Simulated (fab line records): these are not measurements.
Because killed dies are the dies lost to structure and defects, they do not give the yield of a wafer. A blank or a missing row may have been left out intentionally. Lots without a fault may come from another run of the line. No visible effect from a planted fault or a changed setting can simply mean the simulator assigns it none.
Matching of chambers ; flow n5-finfet ; rie-diel-06 running N5_SDB_ETCH_18: 4 sister chambers
The step etches SOC in N2/H2, target depth 100 nm, overetch 20 nm, time 150 s. 16 wafers are shown with their chamber, then 8 later ones without.

WAFERS, EACH WITH ITS CHAMBER
wafer;chamber;drypump-motor-current-A (A);throttle-valve-pct (%);showerhead-plenum-p-Torr (Torr)
L076.2;0;5.7;18.06;2.51
L076.3;2;5.5;17.74;2.59
L076.5;3;4.9;18.38;2.52
L077.1;3;4.9;18.39;2.52
L077.4;1;5.8;17.91;2.45
L077.5;2;5.5;17.72;2.59
L083.4;3;4.9;18.41;2.51
L083.5;3;4.9;18.39;2.51
L083.6;2;5.5;17.74;2.58
L089.1;0;5.7;18.09;2.50
L089.3;1;5.8;17.96;2.44
L089.4;2;5.5;17.77;2.58
L092.2;0;5.7;18.10;2.50
L092.4;3;4.9;18.44;2.50
L092.6;2;5.6;17.78;2.57
L094.1;3;4.9;18.45;2.50

SIGNATURES (averages over the wafers above)
reading;chamber 0;chamber 1;chamber 2;chamber 3;scatter within a chamber
drypump-motor-current-A;5.700;5.800;5.520;4.900;0.0258
throttle-valve-pct;18.0833;17.9350;17.7500;18.4100;0.027
showerhead-plenum-p-Torr;2.5033;2.4450;2.5820;2.5100;0.00815
Rule: distance of a wafer from a chamber = root of the sum over the readings of ((wafer's reading minus chamber's mean) / reading's scatter) squared. The wafer belongs to the nearest chamber; if the next one is less than 2 further off, it can't be placed. How the scatter is found: for the shown wafers, subtract from each reading the mean of its chamber, square and add these, divide the total by (wafers less chambers), then take the root.

WAFERS MISSING THEIR CHAMBER
wafer;drypump-motor-current-A (A);throttle-valve-pct (%);showerhead-plenum-p-Torr (Torr)
L094.2;5.8;17.99;2.44
L094.4;4.9;18.44;2.50
L095.3;4.9;18.45;2.50
L095.4;5.8;18.01;2.44
L095.6;4.9;18.46;2.50
L096.2;5.8;18.01;2.44
L096.4;5.8;18.00;2.44
L096.6;5.7;17.69;2.50

WHICH CHAMBER EACH WENT THROUGH
wafer;from the rows above;in truth
L094.2;1;1
L094.4;3;3
L095.3;3;3
L095.4;1;1
L095.6;3;3
L096.2;1;1
L096.4;1;1
L096.6;can't be placed: 1 or 2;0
7 of 8 placed correctly. Not placeable from these rows: 1 (in 0, the candidates include the true chamber). 0 placed wrongly.
